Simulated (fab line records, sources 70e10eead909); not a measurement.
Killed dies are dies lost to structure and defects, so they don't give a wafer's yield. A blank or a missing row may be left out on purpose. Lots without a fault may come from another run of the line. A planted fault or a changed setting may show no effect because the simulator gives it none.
Chamber matching | flow nand_harc | NHARC_P_CONTACT_STRIP_28 on rie_diel-09: 4 sister chambers
The step strips in O2. 20 wafers are shown with their chamber, then 9 later ones without.

WAFERS WITH THEIR CHAMBER
wafer  | chamber | showerhead_plenum_p_Torr (Torr) | oes_product_au (a.u.) | throttle_valve_pct (%)
L947.1 | 0       | 3.39                            | 1.013                 | 17.044
L947.2 | 1       | 3.50                            | 1.009                 | 17.026
L947.3 | 2       | 3.47                            | 0.992                 | 17.030
L950.1 | 1       | 3.49                            | 1.008                 | 17.029
L950.4 | 0       | 3.39                            | 1.002                 | 17.030
L950.6 | 1       | 3.49                            | 1.009                 | 17.045
L948.2 | 0       | 3.39                            | 1.018                 | 17.039
L948.3 | 1       | 3.49                            | 1.010                 | 17.039
L948.6 | 1       | 3.49                            | 1.012                 | 17.019
L949.1 | 2       | 3.47                            | 0.993                 | 17.038
L949.2 | 1       | 3.49                            | 1.016                 | 17.045
L949.3 | 0       | 3.39                            | 1.005                 | 17.042
L952.1 | 3       | 3.49                            | 0.985                 | 17.042
L952.4 | 3       | 3.49                            | 0.984                 | 17.039
L952.5 | 1       | 3.49                            | 1.026                 | 17.044
L951.3 | 3       | 3.49                            | 0.985                 | 17.039
L951.4 | 1       | 3.49                            | 1.017                 | 17.037
L951.6 | 3       | 3.49                            | 0.982                 | 17.040
L954.2 | 1       | 3.49                            | 1.004                 | 17.032
L954.5 | 0       | 3.38                            | 1.003                 | 17.047

SIGNATURES (means of the wafers above)
reading                  | chamber 0 | chamber 1 | chamber 2 | chamber 3 | scatter within a chamber
showerhead_plenum_p_Torr | 3.3880    | 3.4911    | 3.4700    | 3.4900    | 0.00325
oes_product_au           | 1.00820   | 1.01233   | 0.99250   | 0.98400   | 0.00581
throttle_valve_pct       | 17.04040  | 17.03511  | 17.03400  | 17.04000  | 0.00746
Rule: a wafer's distance from a chamber is the root of the sum, over the readings, of the square of ((its reading less the chamber's mean) divided by the reading's scatter). The wafer belongs to the nearest chamber; if the next one is less than 2 further off, it can't be placed. The scatter: the root of (the sum of the squares of (reading less its chamber's mean) over the shown wafers, divided by (wafers less chambers)).

WAFERS WITHOUT THEIR CHAMBER
wafer  | showerhead_plenum_p_Torr (Torr) | oes_product_au (a.u.) | throttle_valve_pct (%)
L954.6 | 3.49                            | 0.978                 | 17.028
L953.1 | 3.39                            | 1.004                 | 17.021
L953.2 | 3.49                            | 1.018                 | 17.031
L953.4 | 3.47                            | 1.003                 | 17.050
L960.2 | 3.48                            | 0.960                 | 17.034
L960.3 | 3.38                            | 1.019                 | 17.021
L966.1 | 3.48                            | 0.963                 | 17.035
L966.2 | 3.38                            | 0.997                 | 17.026
L966.3 | 3.46                            | 0.970                 | 17.038

WHICH CHAMBER EACH WENT THROUGH
wafer  | from the rows above     | in truth
L954.6 | 3                       | 3
L953.1 | 0                       | 0
L953.2 | 1                       | 1
L953.4 | 2                       | 2
L960.2 | can't be placed: 3 or 2 | 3
L960.3 | 0                       | 0
L966.1 | can't be placed: 3 or 2 | 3
L966.2 | 0                       | 0
L966.3 | 2                       | 2
Placed correctly: 7 of 9. Can't be placed from these rows: 2 (the true chamber is among the candidates in 2). Placed wrongly: 0.
